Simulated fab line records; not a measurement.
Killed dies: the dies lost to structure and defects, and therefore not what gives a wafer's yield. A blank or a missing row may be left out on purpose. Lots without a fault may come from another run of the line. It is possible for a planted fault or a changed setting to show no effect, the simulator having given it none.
Matching of chambers ; flow nand harc ; pecvd-01 running NHARC_A_CONTACT_DEP_58: 3 sister chambers
The step deposits SiON, target thk 60 nm. 3 wafers are shown with their chamber, then 12 later ones without.

WAFERS WITH THEIR CHAMBER
wafer;chamber;heater power w (W)
L088.3;0;777
L088.4;2;875
L088.6;1;752

WAFERS MISSING THEIR CHAMBER
wafer;heater power w (W)
L090.1;706
L090.2;1019
L090.6;766
L094.1;684
L094.2;781
L094.4;982
L095.2;1015
L095.3;772
L095.4;1019
L096.1;924
L096.3;715
L096.4;919

EACH ONE'S CHAMBER
wafer;from the rows above;in truth
L090.1;can't be placed: 1 or 0 or 2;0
L090.2;can't be placed: 2 or 0 or 1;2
L090.6;can't be placed: 0 or 1 or 2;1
L094.1;can't be placed: 1 or 0 or 2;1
L094.2;can't be placed: 0 or 1 or 2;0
L094.4;can't be placed: 2 or 0 or 1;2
L095.2;can't be placed: 2 or 0 or 1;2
L095.3;can't be placed: 0 or 1 or 2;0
L095.4;can't be placed: 2 or 0 or 1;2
L096.1;can't be placed: 2 or 0 or 1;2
L096.3;can't be placed: 1 or 0 or 2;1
L096.4;can't be placed: 2 or 0 or 1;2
Correctly placed: 0 of 12. From these rows, 12 cannot be placed; in 12 the true chamber is one of the candidates. Number placed wrongly: 0.
How it was worked out, from the rows above alone: a wafer's distance from a chamber is the root of the sum, over the readings, of the square of ((its reading less the chamber's mean) divided by the reading's scatter). If the next closest chamber is less than 2 further off than the closest, the wafer can't be placed; otherwise it belongs to the closest. Each chamber's mean is taken over the wafers shown for it. The scatter: with one shown wafer a chamber, the root of the mean of the squares of how far each hidden wafer lies from its nearest shown one.
